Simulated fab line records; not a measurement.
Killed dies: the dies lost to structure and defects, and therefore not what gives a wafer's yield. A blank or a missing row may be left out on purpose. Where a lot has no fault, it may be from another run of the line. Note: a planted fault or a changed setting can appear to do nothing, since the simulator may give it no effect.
Comparing a struck lot with a sound one + flow nand_harc + 16 out of 1159 route steps
Sound: wafers L782.2, L782.3, L782.4. Wafers L785.1, L785.5, L785.6 were the ones struck. At the end, the cause is stated.
For every step that has rows: the tool of each side, followed by ch and its chambers, followed by its first start. Under that, the readings that differ: sound wafers + struck wafers + difference of the means + sigmas: that difference in standard deviations of wafers without a fault.
alike: same words and numbers on both sides, and readings whose means sit less than 2 such deviations apart. not compared: any withheld reading, any reading some wafer has no value for, any bound like >300 that may hide the same value, and any number with overlapping values for which the record gives no deviation.
A row with sigmas, a row that says differs or no value, or rows on one side alone: a step with any of these is where the two part. Numbers that don't overlap but have no deviation are shown without sigmas and don't part them. Lack of a reading on every wafer of one side parts them only where that side has two or more wafers.

NHARC_P_ZERO_WELL_CD_MEAS_24 targets a cd of 720 nm.
  sound on cd_sem-01 ch 0, day 1 14:29; struck on cd_sem-02 ch 0, day 2 08:29
  alike: cd_nm
then, 1 step without rows for these wafers: NHARC_P_ZERO_WELL_HARDBAKE_25 (time 80 s).
NHARC_P_ZERO_WELL_DESCUM_26: chemistry O2, time 3 s.
  sound on rie_diel-12 ch 1,2,3, day 1 14:39; struck on rie_diel-13 ch 0,1,3, day 2 08:38
| reading                | sound                | struck               | difference | sigmas |
|------------------------|----------------------|----------------------|------------|--------|
| throttle_valve_pct (%) | 11.332 11.306 11.324 | 11.291 11.311 11.298 | -0.021     | -2     |
  alike: drypump_motor_current_A, oes_product_au, rf_vpp_V, showerhead_plenum_p_Torr
  not compared: rf_hours_counter_h
then, 9 steps without rows for these wafers: NHARC_P_ZERO_WELL_IMPLANT_27; NHARC_P_ZERO_WELL_IMPLANT_57; NHARC_P_ZERO_WELL_IMPLANT_58; NHARC_P_ZERO_WELL_STRIP_28 (strips in SPM, time 840 s); NHARC_P_ZERO_WELL_DEHYDRATE_29 (time 120 s); NHARC_P_ZERO_WELL_HMDS_30 (time 30 s); NHARC_P_ZERO_WELL_COAT_31; NHARC_P_ZERO_WELL_SOFTBAKE_32 (time 95 s); NHARC_P_ZERO_WELL_EBR_33.
NHARC_P_ZERO_WELL_EXPOSE_34: exposes mask P PWELL, target cd 720 nm.
  sound on krf_scanner-04 ch 0, day 1 15:51; struck on krf_scanner-01 ch 0, day 2 10:01
| reading | sound                         | struck                                 | difference | sigmas |
|---------|-------------------------------|----------------------------------------|------------|--------|
| mask    | P_PWELL#0 P_PWELL#0 P_PWELL#0 | P_PWELL_R1#0 P_PWELL_R1#0 P_PWELL_R1#0 | differs    |        |
  alike: exposure_dose_mJ_cm2
then, 2 steps without rows for these wafers: NHARC_P_ZERO_WELL_PEB_35 (peb time 85 s); NHARC_P_ZERO_WELL_DEVELOP_36 (time 70 s).
NHARC_P_ZERO_WELL_CD_MEAS_37 targets a cd of 720 nm.
  sound on cd_sem-03 ch 0, day 1 16:00; struck on cd_sem-03 ch 0
| reading    | sound             | struck            | difference | sigmas |
|------------|-------------------|-------------------|------------|--------|
| cd_nm (nm) | 720.2 720.6 722.1 | 735.4 732.5 733.0 | +12.7      | +7     |
  not compared: hold

## WHERE THEY PART
Last at NHARC_P_ZERO_WELL_CD_MEAS_37 as far as this record goes, first at NHARC_P_ZERO_WELL_DESCUM_26.

WHY: what had been put in by the simulator
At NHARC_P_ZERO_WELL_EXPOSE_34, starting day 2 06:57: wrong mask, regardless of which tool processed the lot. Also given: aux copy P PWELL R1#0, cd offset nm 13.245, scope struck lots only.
